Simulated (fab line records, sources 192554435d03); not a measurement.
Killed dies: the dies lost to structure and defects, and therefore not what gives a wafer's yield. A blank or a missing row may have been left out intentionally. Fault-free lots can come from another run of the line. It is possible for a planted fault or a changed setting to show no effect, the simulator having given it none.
The same fault as seen by 3 desks / flow n5_finfet / each desk holds nothing but its own numbers, with what lay behind them at the end

== THE TOOL OWNER'S DESK: rie_metal-02 ==
The tool's own readings at N5_BEOL_M6_HM_OPEN_17 (chemistry Cl2/BCl3, target TiN, target depth 20 nm, overetch 6 nm): means of the sampled wafers that have a number, for each lot that ran on this tool. The brackets show how far a lot's mean lies from the usual mean; more than 4 standard deviations puts the lot out of limits, marked OUT.
Columns: A = drypump_motor_current_A at N5_BEOL_M6_HM_OPEN_17, usual 5.9 A; B = mfc_ar_sccm at N5_BEOL_M6_HM_OPEN_17, usual 24.99 sccm; C = oes_product_au at N5_BEOL_M6_HM_OPEN_17, usual 0.69 a.u.; D = throttle_valve_pct at N5_BEOL_M6_HM_OPEN_17, usual 22.1 %
lot=L564; first seen here=day 10 07:59; A=5.7; B=24.95; C=0.62; D=22.2
lot=L565; first seen here=day 10 17:25; A=5.9; B=25.01; C=0.65; D=22.4
lot=L571; first seen here=day 12 10:59; A=5.8; B=24.90; C=0.62; D=22.2
lot=L573; first seen here=day 12 14:15; A=5.7; B=25.00; C=0.61; D=22.2
This desk found nothing out of limits on any of the 4 lots.

== THE DEFECT DESK ==
Inspection counts along the route, by lot: the mean over sampled wafers that carry a number. The brackets show how far a lot's mean lies from the usual mean; more than 4 standard deviations puts the lot out of limits, marked OUT.
Columns: A = raw_defect_count at N5_BEOL_M6_INSPECT_13, usual 413
lot=L564; first seen here=day 10 07:35; A=484
lot=L565; first seen here=day 10 16:52; A=383
lot=L570; first seen here=day 12 03:08; A=379
lot=L571; first seen here=day 12 10:40; A=476
lot=L573; first seen here=day 12 13:43; A=318
lot=L581; first seen here=day 14 22:02; A=420
This desk found nothing out of limits on any of the 6 lots.

== THE METROLOGY DESK ==
What the gauges read for every lot (on any tool): the sampled wafers with a number, averaged. The brackets show how far a lot's mean lies from the usual mean; more than 4 standard deviations puts the lot out of limits, marked OUT.
Columns: A = cd_nm at N5_BEOL_M6_CD_MEAS_11, usual 38.7 nm; B = M6_OVL at N5_BEOL_M6_OVL_MEAS_12, usual 0.1 nm
lot=L564; first seen here=day 10 07:32; A=38.6; B=-0.3
lot=L565; first seen here=day 10 16:49; A=38.1; B=1.0
lot=L570; first seen here=day 12 03:05; A=39.1; B=-0.3
lot=L571; first seen here=day 12 10:37; A=39.2; B=-0.2
lot=L573; first seen here=day 12 13:40; A=38.9; B=0.6
lot=L581; first seen here=day 14 21:59; A=38.1; B=0.2
This desk found nothing out of limits on any of the 6 lots.

== BROUGHT TOGETHER ==
The tool owner's desk saw nothing out of limits.
Nothing out of limits was seen by the defect desk.
Nothing out of limits was seen by the metrology desk.

== WHAT THE SIMULATOR PUT IN ==
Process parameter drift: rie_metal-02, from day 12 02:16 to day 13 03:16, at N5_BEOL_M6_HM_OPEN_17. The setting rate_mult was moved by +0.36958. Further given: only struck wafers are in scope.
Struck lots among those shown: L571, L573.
